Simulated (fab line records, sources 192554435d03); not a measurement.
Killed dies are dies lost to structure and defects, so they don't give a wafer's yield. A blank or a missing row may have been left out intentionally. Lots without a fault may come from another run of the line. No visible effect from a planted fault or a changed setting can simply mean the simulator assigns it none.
Matching of chambers ; flow n5 finfet ; 3 sister chambers for N5_GATE_CUT_PECVD_57 on pecvd-02
The step deposits SiNx from SiH4/NH3/N2, target thk 21 nm. 3 wafers are shown with their chamber, then 8 later ones without.

## WAFERS, EACH WITH ITS CHAMBER
wafer;chamber;showerhead plenum p Torr (Torr)
L088.1;0;5.20
L088.6;2;5.09
L090.1;1;5.13

## WAFERS MISSING THEIR CHAMBER
wafer;showerhead plenum p Torr (Torr)
L090.5;5.10
L090.6;5.20
L091.2;5.09
L091.3;5.21
L091.4;5.22
L097.1;5.09
L097.2;5.13
L097.5;5.10

## WHICH CHAMBER EACH WENT THROUGH
wafer;from the rows above;in truth
L090.5;2;2
L090.6;0;0
L091.2;2;2
L091.3;0;0
L091.4;0;0
L097.1;2;2
L097.2;1;1
L097.5;2;2
Correctly placed: 8 of 8. Can't be placed from these rows: 0. Placed wrongly: 0.
How it was worked out, from the rows above alone: a wafer's distance from a chamber is the root of the sum, over the readings, of the square of ((its reading less the chamber's mean) divided by the reading's scatter). The wafer belongs to the nearest chamber; if the next one is less than 2 further off, it can't be placed. The mean given for a chamber averages the wafers shown for that chamber. The scatter: root of mean squared gap, hidden wafer to nearest shown wafer, with one shown wafer a chamber.
